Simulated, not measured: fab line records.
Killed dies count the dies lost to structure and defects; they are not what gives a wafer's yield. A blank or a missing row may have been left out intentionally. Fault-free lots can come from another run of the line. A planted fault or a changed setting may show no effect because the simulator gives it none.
Chamber matching    flow n5_finfet    4 sister chambers for N5_BEOL_M4_ALD_84 on ald_metal-01
The step deposits TaN, pulse time 2 s, purge time 3 s, co reactant purge time 2 s. 4 wafers are shown with their chamber, then 9 later ones without.

## WAFERS PAIRED WITH THEIR CHAMBERS
wafer   chamber  heater_power_w (W)
L080.3  0        327
L080.6  1        533
L081.4  2        413
L081.5  3        453

## WAFERS WITHOUT THEIR CHAMBER
wafer   heater_power_w (W)
L090.2  455
L090.4  328
L090.5  540
L095.1  545
L095.3  323
L095.4  416
L097.2  452
L097.3  414
L097.5  447

## EACH ONE'S CHAMBER
wafer   from the rows above  in truth
L090.2  3                    3
L090.4  0                    0
L090.5  1                    1
L095.1  1                    1
L095.3  0                    0
L095.4  2                    2
L097.2  3                    3
L097.3  2                    2
L097.5  3                    3
Placed correctly: 9 of 9. Can't be placed from these rows: 0. Placed wrongly: 0.
How it was worked out, from the rows above alone: a wafer's distance from a chamber is the root of the sum, over the readings, of the square of ((its reading less the chamber's mean) divided by the reading's scatter). The wafer belongs to the nearest chamber; if the next one is less than 2 further off, it can't be placed. Each chamber's mean is taken over the wafers shown for it. The scatter: root of mean squared gap, hidden wafer to nearest shown wafer, with one shown wafer a chamber.
